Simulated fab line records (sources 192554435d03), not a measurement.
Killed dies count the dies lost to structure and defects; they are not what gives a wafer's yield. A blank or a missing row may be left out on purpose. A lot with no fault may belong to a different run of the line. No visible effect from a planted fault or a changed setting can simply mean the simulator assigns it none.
What tool caused it? ; flow n5Finfet ; 16 lots with 48 wafers sampled at 6 steps, on a route of 1938 steps

WHAT EACH GAUGE READ, for each wafer
The record lacks any reading of a measuring or inspecting step that a usual standard deviation could be used to judge.

WHICH TOOL RAN EACH LOT (tool, then ch and the chambers of the sampled wafers, then the start)
lot;N5_BEOL_M2_SPUTTER_96;N5_BEOL_M3_ETCH_77;N5_BEOL_M3_ETCHBACK_99;N5_BEOL_M3_ETCH_70;N5_BEOL_M3_TRENCH_ETCH_37;N5_BEOL_M3_ETCH_41
L074;pvdSputter-02, day 7 00:16;rieDiel-01 ch 0,1,2, day 7 03:18;rieDiel-02 ch 0,2,3, day 7 09:04;rieDiel-02 ch 0,2,3, day 7 09:05;rieDiel-02 ch 0,2,3, no start;rieDiel-02 ch 0,2,3, no start
L078;pvdSputter-01, day 8 01:45;rieDiel-01 ch 1,2, day 8 06:04;rieDiel-01 ch 0,2, day 8 06:17;rieDiel-01 ch 0,2, day 8 06:20;rieDiel-01 ch 0,2, no start;rieDiel-01 ch 0,2, no start
L080;pvdSputter-01, day 10 03:17;rieDiel-06 ch 1,3, day 10 08:04;rieDiel-06 ch 1,2, day 10 09:11;rieDiel-06 ch 1,2, day 10 09:13;rieDiel-06 ch 1,2, no start;rieDiel-06 ch 1,2, no start
L081;pvdSputter-03, day 10 04:55;rieDiel-06 ch 1,2,3, day 10 08:25;rieDiel-02 ch 2,3, day 10 09:13;rieDiel-02 ch 2,3, day 10 09:15;rieDiel-02 ch 2,3, no start;rieDiel-02 ch 2,3, no start
L082;pvdSputter-02, day 10 06:22;rieDiel-06 ch 1,2, day 10 09:34;rieDiel-01 ch 1,2, day 10 10:41;rieDiel-01 ch 1,2, day 10 10:43;rieDiel-01 ch 1,2, no start;rieDiel-01 ch 1,2, no start
L084;pvdSputter-02, day 10 09:26;rieDiel-06 ch 1,3, day 10 13:24;rieDiel-06 ch 1,3, day 10 14:51;rieDiel-06 ch 1,3, day 10 14:54;rieDiel-06 ch 1,3, no start;rieDiel-06 ch 1,3, no start
L085;pvdSputter-01, day 10 09:38;rieDiel-06 ch 1,3, day 10 14:06;rieDiel-01 ch 1,2, day 10 15:09;rieDiel-01 ch 1,2, day 10 15:11;rieDiel-01 ch 1,2, no start;rieDiel-01 ch 1,2, no start
L086;pvdSputter-03, day 10 11:08;rieDiel-01 ch 1,2,3, day 10 15:46;rieDiel-01 ch 0,2,3, day 10 18:02;rieDiel-01 ch 0,2,3, day 10 18:04;rieDiel-01 ch 0,2,3, no start;rieDiel-01 ch 0,2,3, no start
L087;pvdSputter-01, day 10 12:40;rieDiel-01 ch 0,3, day 10 18:46;rieDiel-06 ch 0,3, day 10 20:46;rieDiel-06 ch 0,3, day 10 20:49;rieDiel-06 ch 0,3, no start;rieDiel-06 ch 0,3, no start
L089;pvdSputter-03, day 10 15:16;rieDiel-06 ch 0,3, day 10 20:41;rieDiel-06 ch 0,1,3, day 10 23:26;rieDiel-06 ch 0,1,3, day 10 23:28;rieDiel-06 ch 0,1,3, no start;rieDiel-06 ch 0,1,3, no start
L090;pvdSputter-01, day 10 17:47;rieDiel-06 ch 0,2,3, day 10 21:20;rieDiel-01 ch 0,2,3, day 10 23:34;rieDiel-01 ch 0,2,3, day 10 23:36;rieDiel-01 ch 0,2,3, no start;rieDiel-01 ch 0,2,3, no start
L092;pvdSputter-01, day 11 09:55;rieDiel-01 ch 0,1,3, day 11 16:41;rieDiel-01 ch 1,2, day 11 21:08;rieDiel-01 ch 1,2, day 11 21:11;rieDiel-01 ch 1,2, no start;rieDiel-01 ch 1,2, no start
L094;pvdSputter-01, day 12 09:35;rieDiel-01 ch 0,2,3, day 12 13:03;rieDiel-01 ch 0,2,3, day 12 15:29;rieDiel-01 ch 0,2,3, day 12 15:31;rieDiel-01 ch 0,2,3, no start;rieDiel-01 ch 0,2,3, no start
L095;pvdSputter-01, day 12 11:45;rieDiel-06 ch 2,3, day 12 17:20;rieDiel-01 ch 0,1,2, day 12 19:54;rieDiel-01 ch 0,1,2, day 12 19:56;rieDiel-01 ch 0,1,2, no start;rieDiel-01 ch 0,1,2, no start
L096;pvdSputter-01, day 12 18:25;rieDiel-06 ch 2,3, day 12 22:19;rieDiel-06 ch 1,3, day 13 01:29;rieDiel-06 ch 1,3, day 13 01:32;rieDiel-06 ch 1,3, no start;rieDiel-06 ch 1,3, no start
L097;pvdSputter-03, day 13 10:54;rieDiel-06 ch 0,1, day 13 13:47;rieDiel-02 ch 1,2,3, day 13 14:20;rieDiel-02 ch 1,2,3, day 13 14:22;rieDiel-02 ch 1,2,3, no start;rieDiel-02 ch 1,2,3, no start
- N5_BEOL_M2_SPUTTER_96: material Cu, target thk 4.5 nm, time 8.29 s.
- N5_BEOL_M3_ETCH_77: etches underlayer in N2/H2, target depth 6.5 nm, time 5.2 s.
- N5_BEOL_M3_ETCHBACK_99: etches SiO2 in CHF3, target depth 5 nm, time 10.4 s.
- N5_BEOL_M3_ETCH_70: etches SOC in N2/H2, target depth 80 nm, overetch 16 nm, time 120 s.
- N5_BEOL_M3_TRENCH_ETCH_37: etches SiOC in C4F6/O2, target depth 55.555 nm, time 29.2 s.
- N5_BEOL_M3_ETCH_41: etches SiCN in CH3F/O2, target depth 29.9 nm, time 52.5 s.

AS READ BY THE TOOLS THEMSELVES (means over the sampled wafers that have a number; for cases with no such wafer, the mark the record gives instead)
N5_BEOL_M2_SPUTTER_96. Usual: chamberPressurePa 0.06998 Pa, standard deviation 0.00014; throttleValvePct 30.1 %, standard deviation 0.85.
lot;tool;chamberPressurePa (Pa);throttleValvePct (%);flag
L074;pvdSputter-02;0.06993;30.1;
L078;pvdSputter-01;0.07008;31.0;
L080;pvdSputter-01;0.07012;30.3;
L081;pvdSputter-03;0.06992;29.8;
L082;pvdSputter-02;0.06996;30.7;
L084;pvdSputter-02;0.06999;30.4;
L085;pvdSputter-01;0.06993;30.4;
L086;pvdSputter-03;0.07002;29.6;
L087;pvdSputter-01;0.07000;29.6;
L089;pvdSputter-03;0.07011;29.8;
L090;pvdSputter-01;0.06999;30.1;
L092;pvdSputter-01;0.06987;30.3;
L094;pvdSputter-01;0.06995;30.4;
L095;pvdSputter-01;0.07015;30.8;
L096;pvdSputter-01;0.07006;29.9;
L097;pvdSputter-03;0.07004;29.7;

N5_BEOL_M3_ETCH_77. Usual: biasW 150.0 W, standard deviation 0.42; drypumpMotorCurrentA 5.6 A, standard deviation 0.43; etchRfOnTimeS 5.13 s, standard deviation 0.12; h2FlowSccm 199.9 sccm, standard deviation 0.63; oesProductAu 0.69 a.u., standard deviation 0.083; rfFwdPowerW 819.1 W, standard deviation 2.6; rfVppV 524.8 V, standard deviation 2.2; showerheadPlenumPTorr 2.58 Torr, standard deviation 0.07; throttleValvePct 17.95 %, standard deviation 0.23.
lot;tool;biasW (W);drypumpMotorCurrentA (A);etchRfOnTimeS (s);h2FlowSccm (sccm);oesProductAu (a.u.);rfFwdPowerW (W);rfVppV (V);showerheadPlenumPTorr (Torr);throttleValvePct (%);flag
L074;rieDiel-01;149.6;5.5;5.28;199.5;0.61;818.9;525.4;2.60;18.23;
L078;rieDiel-01;149.7;5.4;5.17;199.5;0.61;819.6;526.0;2.62;18.06;
L080;rieDiel-06;150.5;5.2;5.08;200.2;0.76;822.0;523.4;2.56;17.89;
L081;rieDiel-06;150.0;5.5;5.06;200.0;0.69;820.1;524.2;2.60;17.92;
L082;rieDiel-06;149.8;5.9;5.10;199.9;0.62;820.1;526.5;2.63;17.92;
L084;rieDiel-06;150.1;5.2;5.11;200.0;0.73;818.6;525.8;2.61;17.97;
L085;rieDiel-06;150.1;5.1;5.05;199.4;0.75;815.6;524.7;2.56;17.88;
L086;rieDiel-01;150.0;5.7;5.26;199.6;0.64;819.4;525.5;2.61;17.92;
L087;rieDiel-01;150.0;6.2;5.29;199.7;0.76;817.0;525.2;2.58;17.72;
L089;rieDiel-06;150.3;5.2;5.06;200.5;0.78;820.9;522.7;2.50;17.78;
L090;rieDiel-06;150.1;5.6;5.03;200.5;0.71;816.8;523.9;2.54;17.79;
L092;rieDiel-01;149.9;5.8;5.27;200.6;0.69;821.7;523.9;2.58;17.96;
L094;rieDiel-01;150.3;5.9;5.22;200.0;0.69;819.0;524.3;2.58;17.93;
L095;rieDiel-06;149.9;5.5;5.06;200.2;0.71;818.7;523.3;2.54;17.84;
L096;rieDiel-06;150.4;5.5;5.02;200.2;0.71;818.5;524.4;2.54;17.84;
L097;rieDiel-06;150.2;5.3;5.01;199.7;0.70;816.1;525.9;2.59;17.99;

N5_BEOL_M3_ETCHBACK_99. Usual: value, then standard deviation, for each; biasW 47.01 W / 0.15; drypumpMotorCurrentA 5.6 A / 0.42; oesProductAu 0.79 a.u. / 0.094; rfFwdPowerW 212.2 W / 0.97; rfVppV 240 V / 5.9; showerheadPlenumPTorr 2.18 Torr / 0.081; throttleValvePct 17.12 % / 0.27.
lot;tool;biasW (W);drypumpMotorCurrentA (A);oesProductAu (a.u.);rfFwdPowerW (W);rfVppV (V);showerheadPlenumPTorr (Torr);throttleValvePct (%);flag
L074;rieDiel-02;47.11;5.9;0.81;213.2;244;2.16;17.12;
L078;rieDiel-01;46.94;5.8;0.70;212.0;236;2.15;17.42;
L080;rieDiel-06;47.13;5.5;0.77;212.2;245;2.23;17.09;
L081;rieDiel-02;46.91;6.1;0.79;213.1;241;2.07;17.11;
L082;rieDiel-01;46.99;5.3;0.70;211.4;238;2.24;17.41;
L084;rieDiel-06;47.13;5.1;0.88;212.1;236;2.16;17.11;
L085;rieDiel-01;46.94;5.3;0.69;211.8;237;2.24;17.43;
L086;rieDiel-01;46.93;5.9;0.85;212.8;239;2.17;16.96;
L087;rieDiel-06;47.09;5.2;0.90;211.0;238;2.11;16.99;
L089;rieDiel-06;47.16;5.3;0.87;212.0;243;2.16;17.08;
L090;rieDiel-01;46.96;5.9;0.84;213.0;238;2.17;16.96;
L092;rieDiel-01;46.90;5.4;0.70;212.3;238;2.23;17.44;
L094;rieDiel-01;47.16;5.9;0.81;212.5;238;2.17;16.98;
L095;rieDiel-01;46.94;5.5;0.75;211.8;237;2.19;17.30;
L096;rieDiel-06;46.99;5.1;0.85;211.9;235;2.16;17.14;
L097;rieDiel-02;47.04;5.9;0.78;212.4;239;2.13;17.10;

N5_BEOL_M3_ETCH_70. Usual: biasW 149.9 W, standard deviation 0.47; drypumpMotorCurrentA 5.7 A, standard deviation 0.42; h2FlowSccm 199.9 sccm, standard deviation 0.54; oesProductAu 0.61 a.u., standard deviation 0.068; rfFwdPowerW 835.2 W, standard deviation 2.7; rfVppV 524.8 V, standard deviation 2.8; showerheadPlenumPTorr 2.58 Torr, standard deviation 0.092; tempC 40.02 C, standard deviation 0.12; throttleValvePct 17.96 %, standard deviation 0.23.
lot;tool;biasW (W);drypumpMotorCurrentA (A);h2FlowSccm (sccm);oesProductAu (a.u.);rfFwdPowerW (W);rfVppV (V);showerheadPlenumPTorr (Torr);tempC (C);throttleValvePct (%);flag
L074;rieDiel-02;149.7;5.9;199.9;0.62;837.4;525.7;2.58;40.03;18.09;
L078;rieDiel-01;150.1;5.8;199.9;0.54;833.5;524.6;2.56;40.11;18.35;
L080;rieDiel-06;149.7;5.5;200.0;0.58;834.2;526.3;2.65;40.04;17.93;
L081;rieDiel-02;150.0;6.1;200.1;0.61;832.5;521.7;2.46;40.09;17.99;
L082;rieDiel-01;149.9;5.3;200.1;0.53;834.6;525.7;2.61;39.93;18.10;
L084;rieDiel-06;149.4;5.1;200.0;0.67;834.4;524.3;2.56;40.09;17.84;
L085;rieDiel-01;150.2;5.3;200.2;0.53;831.9;525.4;2.61;40.08;18.10;
L086;rieDiel-01;150.3;5.9;200.3;0.65;837.0;525.1;2.58;39.95;17.86;
L087;rieDiel-06;150.2;5.3;199.6;0.68;836.4;522.3;2.50;39.99;17.74;
L089;rieDiel-06;149.7;5.3;199.7;0.66;833.8;524.3;2.55;39.98;17.83;
L090;rieDiel-01;149.8;5.9;200.0;0.64;837.4;525.3;2.58;40.04;17.87;
L092;rieDiel-01;149.7;5.4;199.9;0.54;835.1;526.1;2.61;39.93;18.08;
L094;rieDiel-01;150.1;5.9;199.6;0.63;838.7;524.7;2.58;40.01;17.89;
L095;rieDiel-01;149.7;5.5;199.9;0.57;833.5;524.9;2.58;40.02;18.11;
L096;rieDiel-06;149.8;5.1;200.5;0.64;833.2;523.1;2.55;39.99;17.87;
L097;rieDiel-02;150.0;5.9;199.8;0.59;835.1;523.0;2.52;39.96;17.94;

N5_BEOL_M3_TRENCH_ETCH_37. Usual: C4F6_flow_sccm 10.00 sccm, standard deviation 0.031; biasW 184.9 W, standard deviation 0.54; drypumpMotorCurrentA 5.6 A, standard deviation 0.42; oesProductAu 0.79 a.u., standard deviation 0.094; rfFwdPowerW 349.5 W, standard deviation 1.9; rfVppV 662 V, standard deviation 16; showerheadPlenumPTorr 2.88 Torr, standard deviation 0.1; throttleValvePct 20.92 %, standard deviation 0.28.
lot;tool;C4F6_flow_sccm (sccm);biasW (W);drypumpMotorCurrentA (A);oesProductAu (a.u.);rfFwdPowerW (W);rfVppV (V);showerheadPlenumPTorr (Torr);throttleValvePct (%);flag
L074;rieDiel-02;9.98;185.3;5.9;0.82;350.3;674;2.86;20.92;
L078;rieDiel-01;9.97;184.7;5.8;0.71;350.2;653;2.85;21.20;
L080;rieDiel-06;10.00;184.8;5.5;0.76;350.0;677;2.95;20.87;
L081;rieDiel-02;10.02;184.7;6.1;0.79;350.3;667;2.74;20.90;
L082;rieDiel-01;9.98;184.7;5.3;0.70;346.8;656;2.96;21.23;
L084;rieDiel-06;10.00;185.1;5.1;0.88;348.0;653;2.86;20.94;
L085;rieDiel-01;10.01;185.4;5.3;0.69;348.4;656;2.96;21.22;
L086;rieDiel-01;10.02;184.7;5.9;0.84;351.4;659;2.87;20.76;
L087;rieDiel-06;9.98;184.8;5.2;0.91;349.2;657;2.80;20.85;
L089;rieDiel-06;10.02;184.4;5.3;0.87;348.2;673;2.86;20.91;
L090;rieDiel-01;9.99;184.9;5.9;0.83;350.8;658;2.87;20.76;
L092;rieDiel-01;10.01;184.8;5.4;0.69;349.4;657;2.94;21.22;
L094;rieDiel-01;9.96;185.3;5.9;0.82;350.8;657;2.87;20.78;
L095;rieDiel-01;10.00;185.3;5.5;0.75;350.0;654;2.89;21.12;
L096;rieDiel-06;9.97;184.6;5.1;0.86;348.1;652;2.86;20.98;
L097;rieDiel-02;10.02;184.8;5.9;0.78;350.7;662;2.82;20.90;

N5_BEOL_M3_ETCH_41. Usual: value, then standard deviation, for each; biasW 74.99 W / 0.23; drypumpMotorCurrentA 5.6 A / 0.42; oesProductAu 0.79 a.u. / 0.094; rfFwdPowerW 390.6 W / 1.7; rfVppV 297.7 V / 1.6; showerheadPlenumPTorr 2.02 Torr / 0.075; throttleValvePct 16.37 % / 0.26.
lot;tool;biasW (W);drypumpMotorCurrentA (A);oesProductAu (a.u.);rfFwdPowerW (W);rfVppV (V);showerheadPlenumPTorr (Torr);throttleValvePct (%);flag
L074;rieDiel-02;74.90;5.9;0.81;391.0;298.7;2.01;16.38;
L078;rieDiel-01;74.90;5.8;0.71;391.0;296.6;2.01;16.66;
L080;rieDiel-06;75.11;5.5;0.77;390.7;298.2;2.08;16.37;
L081;rieDiel-02;74.85;6.1;0.80;391.2;295.5;1.93;16.35;
L082;rieDiel-01;74.98;5.3;0.69;389.5;299.1;2.08;16.65;
L084;rieDiel-06;75.16;5.2;0.88;390.4;298.4;2.01;16.33;
L085;rieDiel-01;74.96;5.3;0.68;389.6;298.2;2.08;16.66;
L086;rieDiel-01;74.95;5.9;0.85;391.3;298.2;2.02;16.20;
L087;rieDiel-06;74.96;5.2;0.91;390.2;296.5;1.97;16.22;
L089;rieDiel-06;74.93;5.3;0.87;391.1;296.9;2.01;16.31;
L090;rieDiel-01;75.24;5.9;0.84;391.1;297.9;2.02;16.20;
L092;rieDiel-01;75.03;5.4;0.69;389.1;298.4;2.07;16.66;
L094;rieDiel-01;75.12;5.9;0.81;392.5;297.7;2.01;16.23;
L095;rieDiel-01;74.87;5.5;0.76;390.7;297.6;2.03;16.55;
L096;rieDiel-06;74.93;5.2;0.85;389.6;296.8;2.00;16.37;
L097;rieDiel-02;74.72;5.9;0.79;391.8;296.3;1.98;16.36;

THE ANSWER, worked out from the rows above alone
Rule: take the mean of a lot's wafers that have a number; if it is more than 3 standard deviations from the usual mean, the lot is off. A lot without any number at a reading at which 4 lots or more have one is off too. All remaining lots with rows at the step are treated as sound. After the gauges, taken in route order, come the tools' own readings; for these a lot's mean is taken, as printed above. The first step at which some lot is off is used, and at that step the reading that is off furthest; a lot without a number counts as furthest.
Nothing can be told from this: no lot is off at any reading shown.

WHAT WAS PUT IN BY THE SIMULATOR
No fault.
